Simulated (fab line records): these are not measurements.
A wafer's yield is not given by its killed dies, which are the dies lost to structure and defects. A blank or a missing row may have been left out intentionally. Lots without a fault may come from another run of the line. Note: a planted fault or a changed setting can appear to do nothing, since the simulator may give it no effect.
fab line records	flow n5-finfet	part 1 of 2: steps 1 to 4 of 6
record lots=19	wafers=57	last-day=17
route steps=1938 shown BEOL_M10@1471 BEOL_M11@1557
lots with no fault: from the same line, run without faults
start-h: hours from the record's opening day to when the first of the lot's shown wafers began	wait-h: time in hours since the lot's previous step	" unchanged from the row above	L1.1+2: a row that stands for several wafers	- either no value or no given start	* or withheld: withheld	< > ~ a bound
route shown NAME@n: a module of which the file shows steps, and the number in the route of the first	usual: mean/standard deviation taken from wafers without a fault	same: alike in all rows	chamber/n: place in a boat	sites: readings site by site	_std_site: standard deviation across them	_edge_site: outer sites' mean less inner sites'	radius-mm: how far each site lies from the wafer's centre	mask NAME#n: copy n	behind: the tool/chamber that last shaped the wafer	hold: why the lot was held/for how many hours/how that ended	device: transistor that didn't switch, given as n, p or np	end of line: the tests these same wafers got at the end of their route	a step without rows: its recipe alone	killed: not the wafer's yield, but the dies lost to structure and defects at the first sort	map: the dies of a wafer, with x for killed, . for not killed, _ for no die there
set.NAME: the setting that was run; set.NAME@STEP: the one run at that earlier step	model.NAME: the simulator's own value behind a step, which no gauge read
the route's steps for a sample of lots (tables are steps, rows are wafers)
services: from which hour (start-h, from the record's first day; less than 0 if before it) a tool's chamber was out of use, for how many hours, and why
## steps
# step N5_BEOL_M10_CURE_71
# recipe temp-c=385	time-s=240	ambient=He/Ar	material=SiCOH_lowk
# usual lamp-power-pct=52.31/0.057	wafer_temp_C_max=386.9/0.6
lot.wafer	tool	chamber	start-h	wait-h	lamp-power-pct	wafer_temp_C_max
L074.1	uv-cure-02	2	218.91	0.1	52.30	387.2
L074.2	"	2	"	"	52.33	387.7
L074.3	"	2	"	"	52.37	387.8
L076.1	uv-cure-01	2	224.69	0.1	52.44	386.7
L076.2	"	2	"	"	52.30	386.5
L076.4	"	2	"	"	52.31	386.8
L075.1	uv-cure-03	1	227.05	0.0	52.27	386.5
L075.2	"	1	"	"	52.33	386.3
L075.4	"	1	"	"	52.31	386.2
L077.1	uv-cure-01	2	229.01	0.1	52.17	386.0
L077.5	"	2	"	"	52.31	386.9
L077.6	"	2	"	"	52.35	386.4
L078.1	uv-cure-03	2	234.97	0.1	52.27	386.5
L078.2	"	2	"	"	52.29	386.4
L078.3	"	2	"	"	52.33	386.9
L079.1	uv-cure-01	0	235.35	0.2	52.38	386.4
L079.2	"	0	"	"	52.40	386.4
L079.3	"	0	"	"	52.39	386.5
L080.2	uv-cure-03	0	257.13	0.1	52.31	386.5
L080.5	"	0	"	"	52.37	387.3
L080.6	"	0	"	"	52.27	386.7
L081.1	uv-cure-02	0	257.32	0.0	52.39	386.4
L081.2	"	0	"	"	52.24	386.0
L081.6	"	0	"	"	52.28	386.2
L083.1	uv-cure-03	1	273.03	0.3	52.29	386.4
L083.3	"	1	"	"	52.39	386.2
L083.5	"	1	"	"	52.23	387.0
L084.1	uv-cure-02	2	274.68	0.1	52.34	388.3
L084.3	"	2	"	"	52.35	387.8
L084.6	"	2	"	"	52.36	387.5
L086.2	uv-cure-03	1	281.95	0.1	52.35	386.5
L086.5	"	1	"	"	52.42	385.8
L086.6	"	1	"	"	52.39	385.9
L085.3	uv-cure-02	1	282.27	0.2	52.27	388.6
L085.4	"	1	"	"	52.31	387.2
L085.5	"	1	"	"	52.28	387.0
L087.3	uv-cure-03	0	292.16	0.2	52.40	387.3
L087.5	"	0	"	"	52.32	386.8
L087.6	"	0	"	"	52.18	387.9
L091.1	uv-cure-03	1	315.68	0.0	52.30	386.0
L091.5	"	1	"	"	52.33	386.2
L091.6	"	1	"	"	52.18	386.2
L092.1	uv-cure-02	1	326.15	0.0	52.26	387.3
L092.2	"	1	"	"	52.23	388.1
L092.3	"	1	"	"	52.31	388.5
L093.1	uv-cure-02	0	329.89	0.3	52.29	387.2
L093.2	"	0	"	"	52.28	386.5
L093.4	"	0	"	"	52.31	386.6
L094.2	uv-cure-03	0	330.26	0.1	52.31	387.1
L094.4	"	0	"	"	52.35	386.7
L094.6	"	0	"	"	52.32	387.4
L097.3	uv-cure-02	1	354.88	0.2	52.23	388.0
L097.4	"	1	"	"	52.37	387.6
L097.5	"	1	"	"	52.30	388.1
L095.1	uv-cure-03	0	355.00	0.0	52.30	386.9
L095.4	"	0	"	"	52.29	387.4
L095.6	"	0	"	"	52.33	386.0
# step N5_BEOL_M10_STRIP_67
# recipe chemistry=CF4	resist=SiARC	power-w=300	bias-power-w=75	pressure-mtorr=50	cf4-flow-sccm=150	rf-frequency-hz=6e+07
# usual chamber-pressure-mTorr=50.00/0.05	drypump-motor-current-A=5.6/0.48	oes-product-au=0.81/0.083	power-w=300.1/0.83	rf-vpp-V=271.1/1.4	showerhead-plenum-p-Torr=1.79/0.048	throttle-valve-pct=13.53/0.17
lot.wafer	tool	chamber	start-h	wait-h	chamber-pressure-mTorr	drypump-motor-current-A	oes-product-au	power-w	rf-hours-counter-h	rf-vpp-V	showerhead-plenum-p-Torr	throttle-valve-pct
L074.1	rie-diel-06	2	222.76	0.0	50.06	5.4	0.91	299.2	20	271.6	1.75	13.36
L074.2	"	1	"	"	50.09	5.3	0.68	299.7	246	271.9	1.77	13.75
L074.3	"	0	"	"	50.03	5.5	0.74	301.2	155	271.8	1.86	13.77
L076.1	rie-diel-04	3	227.19	0.0	50.02	5.6	0.72	300.4	209	268.9	1.71	13.52
L076.2	"	1	"	"	49.94	5.6	0.69	298.2	229	270.2	1.77	13.68
L076.4	"	2	"	"	50.00	6.5	0.90	301.2	30	273.7	1.89	13.42
L075.1	rie-diel-01	2	229.96	0.0	50.00	5.5	0.72	300.7	196	271.2	1.78	13.55
L075.2	"	0	"	"	49.96	5.3	0.90	300.2	28	272.6	1.83	13.64
L075.4	"	1	"	"	50.05	4.8	0.88	299.7	42	269.3	1.76	13.27
L077.1	rie-diel-04	3	230.49	0.0	49.90	5.6	0.72	299.9	210	269.5	1.71	13.52
L077.5	"	2	"	"	49.92	6.5	0.89	299.4	-	273.1	1.89	13.44
L077.6	"	3	"	"	49.98	5.6	0.73	299.1	-	269.1	1.71	13.50
L078.1	rie-diel-06	0	237.01	0.0	50.00	5.5	0.74	299.7	160	273.0	1.86	13.79
L078.2	"	3	"	"	50.03	6.8	0.73	300.2	190	271.8	1.85	13.70
L078.3	"	2	"	"	49.91	5.4	0.91	299.8	24	270.4	1.75	13.34
L079.1	rie-diel-06	1	237.53	0.0	50.03	5.3	0.68	301.2	250	269.7	1.76	13.77
L079.2	"	2	"	"	50.04	5.4	0.89	299.4	24	271.2	1.75	13.35
L079.3	"	3	"	"	50.06	6.8	0.74	299.9	190	273.9	1.85	13.71
L080.2	rie-diel-01	1	258.84	0.0	50.08	4.9	0.86	300.2	52	270.9	1.75	13.30
L080.5	"	2	"	"	49.97	5.5	0.71	301.2	-	270.7	1.78	13.57
L080.6	"	1	"	"	50.08	4.8	0.86	300.3	-	270.1	1.75	13.28
L081.1	rie-diel-06	0	259.00	0.0	49.96	5.5	0.73	300.6	169	272.5	1.86	13.79
L081.2	"	3	"	"	50.00	6.8	0.73	300.4	199	272.0	1.84	13.75
L081.6	"	0	"	"	50.07	5.5	0.73	300.8	-	273.2	1.86	13.82
L083.1	rie-diel-04	3	274.89	0.0	50.03	5.6	0.72	300.1	227	269.2	1.71	13.55
L083.3	"	2	"	"	50.03	6.5	0.87	298.9	48	272.8	1.89	13.46
L083.5	"	1	"	"	50.01	5.6	0.68	300.2	-	268.7	1.77	13.71
L084.1	rie-diel-01	1	277.12	0.0	50.04	4.9	0.85	298.8	58	270.0	1.75	13.31
L084.3	"	3	"	"	50.07	5.7	0.85	298.7	66	271.1	1.81	13.46
L084.6	"	0	"	"	50.08	5.3	0.87	300.1	-	272.2	1.83	13.68
L086.2	rie-diel-01	1	284.20	0.0	50.07	4.8	0.84	299.6	61	268.6	1.75	13.29
L086.5	"	3	"	"	50.00	5.8	0.85	299.4	-	273.1	1.81	13.47
L086.6	"	0	"	"	50.04	5.3	0.86	299.1	-	271.6	1.83	13.70
L085.3	rie-diel-01	3	284.45	0.0	49.99	5.8	0.85	301.2	69	270.5	1.81	13.50
L085.4	"	1	"	"	50.04	4.9	0.85	299.6	61	270.8	1.75	13.32
L085.5	"	3	"	"	50.01	5.8	0.85	300.5	-	273.1	1.81	13.48
L087.3	rie-diel-01	0	293.32	0.0	49.99	5.3	0.86	299.7	51	272.7	1.82	13.67
L087.5	"	0	"	"	49.99	5.4	0.86	299.9	-	271.7	1.83	13.70
L087.6	"	1	"	"	50.05	4.9	0.84	299.2	-	268.6	1.75	13.35
L091.1	rie-diel-01	1	317.81	0.0	49.99	4.9	0.83	300.3	73	271.9	1.75	13.34
L091.5	"	1	"	"	49.96	4.9	0.83	299.6	-	268.1	1.75	13.35
L091.6	"	0	"	"	50.10	5.3	0.85	301.7	-	272.5	1.82	13.71
L092.1	rie-diel-04	3	328.26	0.0	49.99	5.6	0.70	299.1	249	268.2	1.70	13.61
L092.2	"	1	"	"	50.06	5.6	0.93	301.5	11	270.8	1.76	13.18
L092.3	"	0	"	"	50.00	5.6	0.86	299.7	39	270.4	1.75	13.58
L094.2	rie-diel-01	2	332.22	0.0	49.94	5.5	0.69	300.7	232	270.7	1.77	13.65
L094.4	"	0	"	"	49.95	5.3	0.84	300.8	64	273.4	1.82	13.72
L094.6	"	1	"	"	49.95	4.8	0.83	300.1	-	270.8	1.75	13.35
L093.1	rie-diel-01	0	333.76	0.0	50.10	5.3	0.84	298.0	64	270.7	1.82	13.73
L093.2	"	3	"	"	49.98	5.8	0.82	299.1	86	270.0	1.81	13.52
L093.4	"	1	"	"	50.02	4.9	0.82	299.9	78	269.1	1.75	13.34
L097.3	rie-diel-06	3	357.05	0.0	50.00	6.8	0.70	300.2	239	271.2	1.83	13.83
L097.4	"	0	"	"	49.90	5.5	0.70	301.3	211	273.5	1.85	13.88
L097.5	"	2	"	"	49.92	5.4	0.83	300.8	-	271.0	1.74	13.45
L095.1	rie-diel-01	1	357.21	0.0	50.02	4.9	0.81	300.3	86	271.0	1.74	13.37
L095.4	"	3	"	"	49.94	5.8	0.81	300.7	95	273.0	1.81	13.53
L095.6	"	3	"	"	49.98	5.8	0.81	299.3	-	272.2	1.81	13.55
# step N5_BEOL_M10_CD_MEAS_28
# recipe target-cd-nm=70	landing-energy-ev=500	detector=se-inlens	polarity=opening
# usual cd-nm=69.9/0.8
lot.wafer	tool	chamber	start-h	wait-h	cd-nm
L074.1	cd-sem-02	0	224.99	-	69.6
L074.2	"	0	"	"	70.7
L074.3	"	0	"	"	71.6
L076.1	cd-sem-03	0	228.67	-	68.9
L076.2	"	0	"	"	69.8
L076.4	"	0	"	"	69.6
L077.1	cd-sem-03	0	231.69	-	68.8
L077.5	"	0	"	"	68.7
L077.6	"	0	"	"	68.8
L075.1	cd-sem-02	0	231.85	-	68.4
L075.2	"	0	"	"	69.3
L075.4	"	0	"	"	69.4
L078.1	cd-sem-02	0	238.29	-	70.0
L078.2	"	0	"	"	69.7
L078.3	"	0	"	"	70.6
L079.1	cd-sem-03	0	238.55	-	68.8
L079.2	"	0	"	"	69.4
L079.3	"	0	"	"	69.2
L080.2	cd-sem-01	0	259.62	-	68.8
L080.5	"	0	"	"	69.6
L080.6	"	0	"	"	68.4
L081.1	cd-sem-01	0	259.78	-	70.2
L081.2	"	0	"	"	68.6
L081.6	"	0	"	"	69.9
L083.1	cd-sem-03	0	275.60	-	69.4
L083.3	"	0	"	"	70.5
L083.5	"	0	"	"	70.5
L084.1	cd-sem-02	0	278.53	-	71.2
L084.3	"	0	"	"	71.0
L084.6	"	0	"	"	71.4
L085.3	cd-sem-01	0	286.39	-	70.6
L085.4	"	0	"	"	71.1
L085.5	"	0	"	"	70.3
L086.2	cd-sem-01	0	286.55	-	69.4
L086.5	"	0	"	"	69.7
L086.6	"	0	"	"	70.4
L087.3	cd-sem-03	0	294.30	-	69.6
L087.5	"	0	"	"	69.7
L087.6	"	0	"	"	67.7
L091.1	cd-sem-01	0	319.57	-	69.1
L091.5	"	0	"	"	69.8
L091.6	"	0	"	"	70.1
L092.1	cd-sem-01	0	329.59	-	68.1
L092.2	"	0	"	"	69.0
L092.3	"	0	"	"	68.8
L094.2	cd-sem-01	0	332.86	-	69.9
L094.4	"	0	"	"	70.8
L094.6	"	0	"	"	69.6
L093.1	cd-sem-03	0	335.28	-	71.3
L093.2	"	0	"	"	71.2
L093.4	"	0	"	"	70.7
L095.1	cd-sem-03	0	358.18	-	69.1
L095.4	"	0	"	"	69.8
L095.6	"	0	"	"	69.9
L097.3	cd-sem-02	0	358.48	-	71.3
L097.4	"	0	"	"	69.8
L097.5	"	0	"	"	70.7
# step N5_BEOL_M10_DESCUM_33
# recipe chemistry=O2	time-s=7.9	source-power-w=50	bias-power-w=20	pressure-mtorr=20	rf-frequency-hz=2.712e+07	temp-c=40	resist=CAR-ArF	o2-flow-sccm=225
# usual chamber-pressure-mTorr=20.000/0.017	drypump-motor-current-A=5.7/0.53	o2-flow-sccm=225.0/0.66	oes-product-au=0.81/0.09	rf-vpp-V=243.3/1.3	showerhead-plenum-p-Torr=2.10/0.068	temp-c=40.01/0.097	throttle-valve-pct=20.42/0.21
lot.wafer	tool	chamber	start-h	wait-h	chamber-pressure-mTorr	drypump-motor-current-A	o2-flow-sccm	oes-product-au	rf-hours-counter-h	rf-vpp-V	showerhead-plenum-p-Torr	temp-c	throttle-valve-pct
L074.1	rie-diel-01	0	225.17	0.1	19.990	5.3	225.0	0.91	26	242.6	2.14	40.01	20.64
L074.2	"	1	"	"	19.985	4.8	224.4	0.89	39	242.4	2.04	40.01	20.08
L074.3	"	3	"	"	20.011	5.8	226.2	0.87	48	243.8	2.14	40.16	20.38
L076.1	rie-diel-06	1	228.81	0.1	19.996	5.3	224.9	0.68	247	241.5	2.05	40.08	20.44
L076.2	"	3	"	"	19.999	6.8	224.6	0.74	188	245.5	2.17	40.09	20.60
L076.4	"	0	"	"	19.977	5.5	225.5	0.76	157	244.3	2.17	39.92	20.57
L077.1	rie-diel-04	2	231.78	0.0	20.018	6.5	225.0	0.90	31	244.8	2.22	40.08	20.35
L077.5	"	3	"	"	19.994	5.6	224.7	0.73	-	240.9	1.98	39.80	20.21
L077.6	"	2	"	"	19.988	6.5	225.8	0.89	-	244.0	2.22	39.91	20.34
L075.1	rie-diel-04	1	232.41	0.5	20.038	5.6	224.4	0.69	230	242.2	2.06	39.96	20.43
L075.2	"	0	"	"	20.036	5.6	225.3	0.96	5	242.9	2.06	39.89	20.53
L075.4	"	3	"	"	19.979	5.6	224.9	0.73	211	241.7	1.98	40.00	20.20
L078.1	rie-diel-01	3	238.38	0.0	19.981	5.8	224.9	0.87	53	242.9	2.13	39.96	20.40
L078.2	"	2	"	"	19.990	5.5	224.4	0.71	199	243.6	2.07	40.14	20.31
L078.3	"	0	"	"	19.988	5.3	224.8	0.91	31	243.1	2.14	39.86	20.66
L079.1	rie-diel-01	0	238.84	0.2	20.009	5.3	224.1	0.91	31	244.0	2.14	40.02	20.66
L079.2	"	2	"	"	19.979	5.5	224.4	0.71	199	243.6	2.07	40.04	20.30
L079.3	"	3	"	"	19.947	5.8	223.4	0.87	53	243.2	2.13	39.90	20.39
L080.2	rie-diel-01	2	259.71	0.0	20.020	5.5	224.6	0.70	206	243.7	2.07	39.88	20.31
L080.5	"	0	"	"	20.001	5.3	224.3	0.90	-	243.3	2.14	40.01	20.67
L080.6	"	3	"	"	20.015	5.8	225.2	0.86	-	244.7	2.13	40.00	20.40
L081.1	rie-diel-06	0	260.09	0.3	20.019	5.5	225.4	0.74	170	246.1	2.17	40.09	20.59
L081.2	"	3	"	"	20.002	6.8	225.8	0.73	200	243.6	2.17	39.93	20.61
L081.6	"	0	"	"	20.021	5.5	225.0	0.74	-	243.6	2.17	39.96	20.60
L083.1	rie-diel-06	0	275.68	0.0	19.982	5.5	225.9	0.72	177	243.8	2.17	40.08	20.61
L083.3	"	0	"	"	20.031	5.5	224.9	0.72	-	245.5	2.17	40.01	20.61
L083.5	"	0	"	"	20.001	5.5	225.0	0.72	-	244.6	2.17	39.95	20.61
L084.1	rie-diel-06	0	278.63	0.0	20.019	5.5	224.2	0.72	179	244.4	2.17	39.96	20.62
L084.3	"	0	"	"	19.999	5.5	225.3	0.73	-	242.7	2.17	40.02	20.59
L084.6	"	0	"	"	19.998	5.5	224.0	0.73	-	243.8	2.17	40.10	20.61
L085.3	rie-diel-04	2	286.79	0.4	20.010	6.5	224.5	0.86	53	243.5	2.21	39.97	20.37
L085.4	"	0	"	"	20.033	5.6	226.0	0.90	-	242.5	2.06	39.87	20.56
L085.5	"	3	"	"	19.960	5.6	224.1	0.70	-	240.8	1.97	39.90	20.24
L086.2	rie-diel-06	3	286.86	0.3	19.994	6.8	225.4	0.72	211	243.8	2.17	39.93	20.63
L086.5	"	3	"	"	20.001	6.8	225.1	0.71	-	244.7	2.17	39.99	20.64
L086.6	"	0	"	"	20.012	5.5	226.0	0.72	-	244.7	2.16	40.03	20.61
L087.3	rie-diel-06	2	294.38	0.0	19.989	5.4	226.0	0.87	46	242.6	2.04	40.12	20.30
L087.5	"	3	"	"	20.023	6.8	225.6	0.71	-	242.7	2.17	40.18	20.65
L087.6	"	2	"	"	20.000	5.4	225.1	0.86	-	241.7	2.04	40.11	20.30
L091.1	rie-diel-06	2	319.66	0.0	19.991	5.4	225.4	0.84	59	243.7	2.03	40.08	20.33
L091.5	"	3	"	"	19.991	6.8	224.9	0.70	-	243.1	2.16	40.00	20.65
L091.6	"	0	"	"	19.975	5.5	225.8	0.71	-	244.8	2.16	40.00	20.65
L092.1	rie-diel-06	2	329.68	0.0	20.032	5.4	225.9	0.85	62	242.2	2.03	40.11	20.35
L092.2	"	3	"	"	20.036	6.8	225.2	0.70	230	244.6	2.16	40.10	20.66
L092.3	"	1	"	"	19.984	5.3	224.8	0.93	7	243.6	2.04	40.13	20.01
L094.2	rie-diel-04	1	333.15	0.2	20.027	5.6	225.7	0.93	12	241.5	2.05	40.02	20.10
L094.4	"	3	"	"	20.011	5.7	224.2	0.69	250	240.5	1.97	39.85	20.24
L094.6	"	1	"	"	19.972	5.6	225.6	0.92	-	241.1	2.05	39.89	20.10
L093.1	rie-diel-01	0	335.37	0.0	19.991	5.3	223.7	0.85	65	243.7	2.13	40.16	20.73
L093.2	"	2	"	"	20.016	5.5	226.0	0.69	233	242.9	2.06	40.04	20.35
L093.4	"	3	"	"	20.004	5.8	224.9	0.83	87	243.3	2.12	39.93	20.45
L095.1	rie-diel-04	3	358.68	0.4	20.002	5.6	224.8	0.96	3	245.2	2.23	39.94	19.87
L095.4	"	1	"	"	20.005	5.6	224.8	0.90	22	241.4	2.05	39.85	20.13
L095.6	"	1	"	"	20.015	5.6	224.4	0.91	-	242.2	2.05	39.88	20.12
L097.3	rie-diel-06	2	359.04	0.5	19.999	5.4	225.0	0.82	73	242.9	2.03	40.01	20.33
L097.4	"	1	"	"	20.005	5.4	225.1	0.90	17	243.6	2.04	40.08	20.03
L097.5	"	2	"	"	20.005	5.4	225.2	0.82	-	241.6	2.03	40.12	20.34
